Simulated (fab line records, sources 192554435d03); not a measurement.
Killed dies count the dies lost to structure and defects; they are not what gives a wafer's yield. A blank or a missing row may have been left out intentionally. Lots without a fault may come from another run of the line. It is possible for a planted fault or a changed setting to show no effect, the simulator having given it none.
fab line records / flow n5-finfet
record: lots: 4 wafers: 12 last-day: 16
route steps=1938 shown BEOL_M13@1674
lots untouched by any fault: they come from a run of this same line in which no faults occurred
start-h: hours from the record's opening day to when the first of the lot's shown wafers began / wait-h: how many hours have passed since the lot's step before this one / " repeats the value in the row above / L1.1+2: one row covering several wafers at once / - either no value or no given start / * or withheld: withheld / < > ~ a bound
route shown NAME@n: names a module that has steps shown in the file, with the first one's number in the route / usual: mean/standard deviation of fault-free wafers / same: alike in all rows / chamber/n: place in a boat / sites: each site's reading / _std_site: standard deviation across them / _edge_site: mean of outer sites minus mean of inner sites / radius-mm: how far each site lies from the wafer's centre / mask NAME#n: copy n / behind: tool/chamber where the wafer was last shaped / hold: why the lot went on hold/how many hours it stayed there/how the hold came to an end / device: the n, p or np transistor that did not switch / end of line: at the end of the route, the tests of the same wafers / a step with no rows: only its recipe / killed: not the wafer's yield, but the dies lost to structure and defects at the first sort / map: the dies of a wafer, with x for killed, . for not killed, _ for no die there
set.NAME: the setting that was run; set.NAME@STEP: the one run at that earlier step / model.NAME: the simulator's own value behind a step, which no gauge read
certain route steps with their lots: each step a table, each wafer a row
services: a tool's chamber out of use, with start hour (start-h, from the record's first day; less than 0 if before it), hours out, and reason
== steps ==
step: N5_BEOL_M13_VIA_ETCH_16
recipe: chemistry: C4F8/O2/Ar target: SiOC pressure-mtorr: 30 source-w: 3000 bias-w: 700 Ar_flow_sccm: 400 C4F8_flow_sccm: 15 O2_flow_sccm: 8 he-inner-torr: 15 he-outer-torr: 30 target-depth-a: 9217 time-s: withheld ion-energy-ev: 250 ends: cleared
step: N5_BEOL_M13_STRIP_63
recipe: chemistry: N2/H2 power-w: 1000 temp-c: 250 h2-frac: 0.65 overash-fraction: 0.3 pressure-mtorr: 1000 n2-flow-sccm: 1750 h2-flow-sccm: 3250
step: N5_BEOL_M13_STRIP_64
recipe: chemistry: N2/H2 power-w: 1000 temp-c: 250 h2-frac: 0.65 overash-fraction: 0.3 pressure-mtorr: withheld n2-flow-sccm: 1750 h2-flow-sccm: 3250
step: N5_BEOL_M13_STRIP_71
recipe: chemistry: post-etch-residue-remover time-s: 60 temp-c: 25 remover-ph: withheld remover-water-wt-pct: withheld remover-fluoride-wt-pct: withheld
step: N5_BEOL_M13_SRD_72
recipe: time-s: 30 temp-c: 23 rinse-liquid: diw dry: n2-spin spin-rpm: 1500 dry-time-s: 30
step: N5_BEOL_M13_COAT_65
recipe: resist: SOC temp-c: 250 time-s: 60 spin-rpm: 1500 resist-thk-nm: 350
step: N5_BEOL_M13_COAT_66
recipe: resist: SiARC temp-c: 220 time-s: 60 spin-rpm: 1500 resist-thk-nm: 110
step: N5_BEOL_M13_COAT_22
recipe: spin-rpm: 2888 resist-thk-nm: 300
step: N5_BEOL_M13_EBR_24
recipe: solvent: PGMEA ebr-width-mm: 1.5
step: N5_BEOL_M13_SOFTBAKE_23
recipe: temp-c: 130 time-s: 60
step: N5_BEOL_M13_EXPOSE_25
recipe: mask-id: M13 na: 0.93 source-shape: conventional sigma-outer: 0.4 polarization: unpolarized target-cd-nm: 210 dose-mj: 22
step: N5_BEOL_M13_PEB_26
recipe: peb-temp-c: 130 peb-time-s: 90
usual: resist-line-temp-C: 22.99/0.1
lot.wafer=L738.1 tool=litho-track-02 chamber=0 start-h=293.03 wait-h=0.1 resist-line-temp-C=22.92
lot.wafer=L738.2 tool=litho-track-02 chamber=0 start-h=293.03 wait-h=0.1 resist-line-temp-C=22.98
lot.wafer=L738.6 tool=litho-track-02 chamber=0 start-h=293.03 wait-h=0.1 resist-line-temp-C=23.11
lot.wafer=L743.2 tool=litho-track-02 chamber=0 start-h=325.81 wait-h=0.0 resist-line-temp-C=22.91
lot.wafer=L743.3 tool=litho-track-02 chamber=0 start-h=325.81 wait-h=0.0 resist-line-temp-C=23.03
lot.wafer=L743.4 tool=litho-track-02 chamber=0 start-h=325.81 wait-h=0.0 resist-line-temp-C=22.93
lot.wafer=L746.1 tool=litho-track-02 chamber=0 start-h=342.01 wait-h=0.1 resist-line-temp-C=22.92
lot.wafer=L746.4 tool=litho-track-02 chamber=0 start-h=342.01 wait-h=0.1 resist-line-temp-C=23.07
lot.wafer=L746.6 tool=litho-track-02 chamber=0 start-h=342.01 wait-h=0.1 resist-line-temp-C=23.05
lot.wafer=L744.2 tool=litho-track-01 chamber=0 start-h=342.56 wait-h=0.0 resist-line-temp-C=22.94
lot.wafer=L744.5 tool=litho-track-01 chamber=0 start-h=342.56 wait-h=0.0 resist-line-temp-C=22.91
lot.wafer=L744.6 tool=litho-track-01 chamber=0 start-h=342.56 wait-h=0.0 resist-line-temp-C=22.88
step: N5_BEOL_M13_DEVELOP_27
recipe: develop-time-s: 45 rinse-liquid: diw dry: air-spin dev-temp-c: 21
step: N5_BEOL_M13_HARDBAKE_32
recipe: temp-c: 130 time-s: 120
step: N5_BEOL_M13_CD_MEAS_28
recipe: target-cd-nm: 209.5 landing-energy-ev: 500 detector: se-inlens
usual: cd-nm: 209.6/1.6
lot.wafer=L738.1 tool=cd-sem-01 chamber=0 start-h=293.15 wait-h=- cd-nm=210.2
lot.wafer=L738.2 tool=cd-sem-01 chamber=0 start-h=293.15 wait-h=- cd-nm=211.3
lot.wafer=L738.6 tool=cd-sem-01 chamber=0 start-h=293.15 wait-h=- cd-nm=212.5
lot.wafer=L743.2 tool=cd-sem-02 chamber=0 start-h=325.92 wait-h=- cd-nm=214.5
lot.wafer=L743.3 tool=cd-sem-02 chamber=0 start-h=325.92 wait-h=- cd-nm=212.4
lot.wafer=L743.4 tool=cd-sem-02 chamber=0 start-h=325.92 wait-h=- cd-nm=211.8
lot.wafer=L746.1 tool=cd-sem-02 chamber=0 start-h=342.12 wait-h=- cd-nm=214.3
lot.wafer=L746.4 tool=cd-sem-02 chamber=0 start-h=342.12 wait-h=- cd-nm=210.2
lot.wafer=L746.6 tool=cd-sem-02 chamber=0 start-h=342.12 wait-h=- cd-nm=209.9
lot.wafer=L744.2 tool=cd-sem-03 chamber=0 start-h=342.68 wait-h=- cd-nm=210.2
lot.wafer=L744.5 tool=cd-sem-03 chamber=0 start-h=342.68 wait-h=- cd-nm=211.0
lot.wafer=L744.6 tool=cd-sem-03 chamber=0 start-h=342.68 wait-h=- cd-nm=211.3
step: N5_BEOL_M13_DESCUM_33
recipe: chemistry: O2 time-s: 7.9 source-power-w: 50 bias-power-w: 20 pressure-mtorr: 20 rf-frequency-hz: 2.712e+07 temp-c: 40 o2-flow-sccm: 225
usual: drypump-motor-current-A: 5.7/0.55 oes-product-au: 0.80/0.092 rf-fwd-power-W: 49.44/0.23 rf-vpp-V: 243.4/1.3 showerhead-plenum-p-Torr: 2.11/0.071 throttle-valve-pct: 20.41/0.27
lot.wafer=L738.1 tool=rie-diel-04 chamber=3 start-h=293.24 wait-h=0.0 drypump-motor-current-A=6.6 oes-product-au=0.69 rf-fwd-power-W=49.30 rf-hours-counter-h=222 rf-vpp-V=241.2 showerhead-plenum-p-Torr=2.00 throttle-valve-pct=20.89 model.BEOL_M13.cd-nm=210.8
lot.wafer=L738.2 tool=rie-diel-04 chamber=0 start-h=293.24 wait-h=0.0 drypump-motor-current-A=5.7 oes-product-au=0.91 rf-fwd-power-W=49.39 rf-hours-counter-h=23 rf-vpp-V=245.2 showerhead-plenum-p-Torr=2.13 throttle-valve-pct=20.62 model.BEOL_M13.cd-nm=211.4
lot.wafer=L738.6 tool=rie-diel-04 chamber=3 start-h=293.24 wait-h=0.0 drypump-motor-current-A=6.6 oes-product-au=0.69 rf-fwd-power-W=49.46 rf-hours-counter-h=- rf-vpp-V=241.6 showerhead-plenum-p-Torr=2.00 throttle-valve-pct=20.89 model.BEOL_M13.cd-nm=213
lot.wafer=L743.2 tool=rie-diel-03 chamber=1 start-h=326.01 wait-h=0.0 drypump-motor-current-A=5.3 oes-product-au=0.73 rf-fwd-power-W=49.18 rf-hours-counter-h=201 rf-vpp-V=242.0 showerhead-plenum-p-Torr=2.05 throttle-valve-pct=20.17 model.BEOL_M13.cd-nm=215
lot.wafer=L743.3 tool=rie-diel-03 chamber=0 start-h=326.01 wait-h=0.0 drypump-motor-current-A=5.0 oes-product-au=0.79 rf-fwd-power-W=49.20 rf-hours-counter-h=118 rf-vpp-V=243.9 showerhead-plenum-p-Torr=2.10 throttle-valve-pct=20.08 model.BEOL_M13.cd-nm=212.8
lot.wafer=L743.4 tool=rie-diel-03 chamber=2 start-h=326.01 wait-h=0.0 drypump-motor-current-A=5.5 oes-product-au=0.92 rf-fwd-power-W=49.27 rf-hours-counter-h=- rf-vpp-V=245.5 showerhead-plenum-p-Torr=2.25 throttle-valve-pct=20.34 model.BEOL_M13.cd-nm=211.6
lot.wafer=L746.1 tool=rie-diel-04 chamber=2 start-h=342.45 wait-h=0.3 drypump-motor-current-A=5.7 oes-product-au=0.82 rf-fwd-power-W=49.67 rf-hours-counter-h=68 rf-vpp-V=242.1 showerhead-plenum-p-Torr=2.14 throttle-valve-pct=20.71 model.BEOL_M13.cd-nm=214.4
lot.wafer=L746.4 tool=rie-diel-04 chamber=3 start-h=342.45 wait-h=0.3 drypump-motor-current-A=6.6 oes-product-au=0.68 rf-fwd-power-W=49.66 rf-hours-counter-h=236 rf-vpp-V=241.4 showerhead-plenum-p-Torr=1.99 throttle-valve-pct=20.90 model.BEOL_M13.cd-nm=210.4
lot.wafer=L746.6 tool=rie-diel-04 chamber=0 start-h=342.45 wait-h=0.3 drypump-motor-current-A=5.7 oes-product-au=0.88 rf-fwd-power-W=49.37 rf-hours-counter-h=- rf-vpp-V=243.8 showerhead-plenum-p-Torr=2.12 throttle-valve-pct=20.64 model.BEOL_M13.cd-nm=210
lot.wafer=L744.2 tool=rie-diel-03 chamber=1 start-h=342.77 wait-h=0.0 drypump-motor-current-A=5.3 oes-product-au=0.73 rf-fwd-power-W=49.05 rf-hours-counter-h=206 rf-vpp-V=243.6 showerhead-plenum-p-Torr=2.05 throttle-valve-pct=20.19 model.BEOL_M13.cd-nm=210.4
lot.wafer=L744.5 tool=rie-diel-03 chamber=2 start-h=342.77 wait-h=0.0 drypump-motor-current-A=5.5 oes-product-au=0.90 rf-fwd-power-W=49.37 rf-hours-counter-h=- rf-vpp-V=244.8 showerhead-plenum-p-Torr=2.25 throttle-valve-pct=20.35 model.BEOL_M13.cd-nm=211.2
lot.wafer=L744.6 tool=rie-diel-03 chamber=1 start-h=342.77 wait-h=0.0 drypump-motor-current-A=5.3 oes-product-au=0.72 rf-fwd-power-W=49.00 rf-hours-counter-h=- rf-vpp-V=243.5 showerhead-plenum-p-Torr=2.05 throttle-valve-pct=20.18 model.BEOL_M13.cd-nm=211.6
step: N5_BEOL_M13_ETCH_67
recipe: chemistry: CF4 target: SiARC target-depth-a: 1430 time-s: 238.3 ion-energy-ev: 80 pressure-mtorr: 40 source-w: 545 bias-w: 36 Ar_flow_sccm: 100 cf4-flow-sccm: 100 ends: cleared
step: N5_BEOL_M13_ETCH_68
recipe: chemistry: N2/H2 target: SOC mask-material: SiARC source-w: 3000 bias-w: 350 temp-c: 40 time-s: 355 ion-energy-ev: 200 pressure-mtorr: 30 n2-flow-sccm: 200 h2-flow-sccm: 200
step: N5_BEOL_M13_STRIP_69
recipe: chemistry: N2/H2 temp-c: 40 n2-flow-sccm: 200 h2-flow-sccm: 200 rf-frequency-hz: 6e+07
step: N5_BEOL_M13_TRENCH_ETCH_34
recipe: chemistry: C4F8/O2/Ar target: SiOC target-depth-a: 4134.7 mask-material: SOC pressure-mtorr: 30 source-w: 3000 bias-w: 700 Ar_flow_sccm: 400 C4F8_flow_sccm: 15 O2_flow_sccm: 8 he-inner-torr: 15 he-outer-torr: 30 time-s: 162.6 ion-energy-ev: 250
step: N5_BEOL_M13_STRIP_70
recipe: chemistry: C4F8/O2/Ar resist: SiARC rf-frequency-hz: 6e+07
step: N5_BEOL_M13_STRIP_37
recipe: chemistry: N2/H2 power-w: 1000 temp-c: 250 h2-frac: 0.65 overash-fraction: 0.3 pressure-mtorr: withheld n2-flow-sccm: 1750 h2-flow-sccm: 3250
step: N5_BEOL_M13_ETCH_38
recipe: chemistry: CF4/N2 target: SiCN target-depth-a: 675 taper-deg: 2 time-s: 71.9 ion-energy-ev: 150 mask-material: SiO2 pressure-mtorr: 40 source-w: 430 bias-w: 70 Ar_flow_sccm: 100 cf4-flow-sccm: 60 n2-flow-sccm: 60
usual: drypump-motor-current-A: 5.8/0.59 n2-flow-sccm: 60.01/0.18 oes-product-au: 0.82/0.088 rf-fwd-power-W: 428.4/1.3 rf-vpp-V: 382.1/1.7 showerhead-plenum-p-Torr: 2.20/0.064 throttle-valve-pct: 15.39/0.23
lot.wafer=L738.1 tool=rie-diel-01 chamber=0 start-h=296.57 wait-h=- drypump-motor-current-A=4.7 n2-flow-sccm=60.04 oes-product-au=0.85 rf-fwd-power-W=428.0 rf-hours-counter-h=79 rf-vpp-V=382.7 showerhead-plenum-p-Torr=2.23 throttle-valve-pct=15.29 model.BEOL_M13.cd-nm=211.4
lot.wafer=L738.2 tool=rie-diel-01 chamber=1 start-h=296.57 wait-h=- drypump-motor-current-A=5.2 n2-flow-sccm=59.86 oes-product-au=0.68 rf-fwd-power-W=429.4 rf-hours-counter-h=242 rf-vpp-V=380.1 showerhead-plenum-p-Torr=2.16 throttle-valve-pct=15.80 model.BEOL_M13.cd-nm=210.8
lot.wafer=L738.6 tool=rie-diel-01 chamber=2 start-h=296.57 wait-h=- drypump-motor-current-A=6.1 n2-flow-sccm=60.02 oes-product-au=0.91 rf-fwd-power-W=428.2 rf-hours-counter-h=- rf-vpp-V=380.5 showerhead-plenum-p-Torr=2.15 throttle-valve-pct=15.09 model.BEOL_M13.cd-nm=214
lot.wafer=L743.2 tool=rie-diel-04 chamber=0 start-h=329.79 wait-h=- drypump-motor-current-A=5.7 n2-flow-sccm=60.24 oes-product-au=0.89 rf-fwd-power-W=427.7 rf-hours-counter-h=34 rf-vpp-V=384.0 showerhead-plenum-p-Torr=2.25 throttle-valve-pct=15.65 model.BEOL_M13.cd-nm=215.2
lot.wafer=L743.3 tool=rie-diel-04 chamber=2 start-h=329.79 wait-h=- drypump-motor-current-A=5.7 n2-flow-sccm=60.09 oes-product-au=0.81 rf-fwd-power-W=428.4 rf-hours-counter-h=65 rf-vpp-V=383.4 showerhead-plenum-p-Torr=2.26 throttle-valve-pct=15.57 model.BEOL_M13.cd-nm=212.4
lot.wafer=L743.4 tool=rie-diel-04 chamber=0 start-h=329.79 wait-h=- drypump-motor-current-A=5.8 n2-flow-sccm=59.86 oes-product-au=0.89 rf-fwd-power-W=425.2 rf-hours-counter-h=- rf-vpp-V=382.8 showerhead-plenum-p-Torr=2.25 throttle-valve-pct=15.66 model.BEOL_M13.cd-nm=211.8
lot.wafer=L746.1 tool=rie-diel-01 chamber=3 start-h=344.69 wait-h=- drypump-motor-current-A=6.4 n2-flow-sccm=59.91 oes-product-au=0.82 rf-fwd-power-W=426.7 rf-hours-counter-h=104 rf-vpp-V=380.6 showerhead-plenum-p-Torr=2.14 throttle-valve-pct=15.36 model.BEOL_M13.cd-nm=216.4
lot.wafer=L746.4 tool=rie-diel-01 chamber=2 start-h=344.69 wait-h=- drypump-motor-current-A=6.1 n2-flow-sccm=59.89 oes-product-au=0.88 rf-fwd-power-W=429.1 rf-hours-counter-h=- rf-vpp-V=381.3 showerhead-plenum-p-Torr=2.15 throttle-valve-pct=15.09 model.BEOL_M13.cd-nm=213.2
lot.wafer=L746.6 tool=rie-diel-01 chamber=0 start-h=344.69 wait-h=- drypump-motor-current-A=4.7 n2-flow-sccm=59.75 oes-product-au=0.82 rf-fwd-power-W=424.7 rf-hours-counter-h=- rf-vpp-V=383.0 showerhead-plenum-p-Torr=2.22 throttle-valve-pct=15.29 model.BEOL_M13.cd-nm=210
lot.wafer=L744.2 tool=rie-diel-04 chamber=2 start-h=345.13 wait-h=- drypump-motor-current-A=5.7 n2-flow-sccm=60.41 oes-product-au=0.79 rf-fwd-power-W=428.0 rf-hours-counter-h=69 rf-vpp-V=384.2 showerhead-plenum-p-Torr=2.25 throttle-valve-pct=15.57 model.BEOL_M13.cd-nm=210
lot.wafer=L744.5 tool=rie-diel-04 chamber=1 start-h=345.13 wait-h=- drypump-motor-current-A=6.5 n2-flow-sccm=59.93 oes-product-au=0.75 rf-fwd-power-W=430.6 rf-hours-counter-h=- rf-vpp-V=383.6 showerhead-plenum-p-Torr=2.21 throttle-valve-pct=15.51 model.BEOL_M13.cd-nm=212
lot.wafer=L744.6 tool=rie-diel-04 chamber=2 start-h=345.13 wait-h=- drypump-motor-current-A=5.7 n2-flow-sccm=60.00 oes-product-au=0.80 rf-fwd-power-W=427.2 rf-hours-counter-h=- rf-vpp-V=382.5 showerhead-plenum-p-Torr=2.26 throttle-valve-pct=15.59 model.BEOL_M13.cd-nm=212.2
step: N5_BEOL_M13_PRECLEAN_39
recipe: chemistry: residue-remover time-s: 60 temp-c: 40
== services ==
tool=rie-diel-04 chamber=2 start-h=273.35 hours=7.5 kind=repair
tool=rie-diel-03 chamber=3 start-h=316.84 hours=- kind=clean
tool=rie-diel-03 chamber=3 start-h=316.84 hours=- kind=consumable-replace:focus-ring
tool=rie-diel-03 chamber=3 start-h=316.84 hours=13.1 kind=scheduled-down
tool=rie-diel-03 chamber=3 start-h=316.84 hours=13.1 kind=vent-cycle
tool=rie-diel-01 chamber=1 start-h=324.46 hours=- kind=clean
tool=rie-diel-01 chamber=1 start-h=324.46 hours=- kind=consumable-replace:focus-ring
tool=rie-diel-01 chamber=1 start-h=324.46 hours=33.2 kind=scheduled-down
tool=rie-diel-01 chamber=1 start-h=324.46 hours=33.2 kind=vent-cycle
tool=rie-diel-04 chamber=1 start-h=328.93 hours=6.7 kind=repair
== key ==
first-sign: step: N5_BEOL_M13_CD_MEAS_28 reading: cd-nm direction: up sigmas: 3.1 usual: 209.6 struck: 214.4
effect none on later readings
model-effect: step: N5_BEOL_M13_DESCUM_33 value: BEOL_M13.cd-nm without: 211.4 struck: 214.7
model-effect: step: N5_BEOL_M13_ETCH_38 value: BEOL_M13.cd-nm without: 212.5 struck: 215.8
met-at N5_BEOL_M13_PEB_26
struck-wafers L743.2,L746.1
onset-between 293.03 325.81
fault: kind: process-parameter-drift tool: litho-track-02 chamber: - onset-h: 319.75 steps: N5_BEOL_M13_PEB_26 channel: peb-time-s offset: * shape: step end-h: 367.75 scope: struck-wafers-only acts-in: * stated: *
